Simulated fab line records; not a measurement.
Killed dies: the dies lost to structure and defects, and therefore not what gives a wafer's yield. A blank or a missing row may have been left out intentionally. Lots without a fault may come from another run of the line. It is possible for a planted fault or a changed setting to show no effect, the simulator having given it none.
Which tool is to blame? ; flow n5_finfet ; at 1 step of a route of 1938, 12 lots with 36 wafers sampled

## WHAT THE GAUGES READ, wafer by wafer
N5_BEOL_M15_CD_MEAS_10: the cd target is 360 nm.
lot;measured;on;cd_nm (nm)
L075;day 11 19:11;cd_sem-02;357.4 359.4 357.4
L076;day 12 10:10;cd_sem-01;361.9 360.7 359.6
L079;day 12 17:55;cd_sem-01;359.5 359.9 361.1
L081;day 12 23:26;cd_sem-02;359.2 360.6 360.9
L082;day 13 10:28;cd_sem-02;360.7 360.9 359.9
L085;day 14 04:38;cd_sem-02;361.2 359.4 362.2
L087;day 14 13:21;cd_sem-03;359.6 359.0 359.1
L090;day 15 02:35;cd_sem-01;360.5 360.0 360.2
L093;day 15 15:19;cd_sem-02;360.5 360.0 359.4
L094;day 16 08:37;cd_sem-01;360.2 362.0 360.9
L095;day 16 09:58;cd_sem-01;360.3 359.2 359.9
L097;day 17 14:54;cd_sem-02;360.5 360.0 359.2

## WHAT TOOL EACH LOT RAN ON (gives the tool, then ch and the chambers of the sampled wafers, and finally the start)
There is no process step in the record ahead of these readings.

## THE ANSWER, worked out from the rows above alone
Rule: the usual values come from the lots themselves. Put in order of their means at a reading, lots are off if they are a third of the lots or fewer, leave a main group of 4 or more, and stand apart from it by a gap of 3 or more times the standard deviation of the main group's means; of several such gaps the widest counts. A main group is skipped when, at the precision printed for the reading in the tables above, its means are all equal. A lot without any number at a reading at which 4 lots or more have one is off too. All remaining lots with rows at the step are treated as sound.
Nothing can be told from this: no lot is off at any reading shown.

## WHAT THE SIMULATOR HAD PUT IN
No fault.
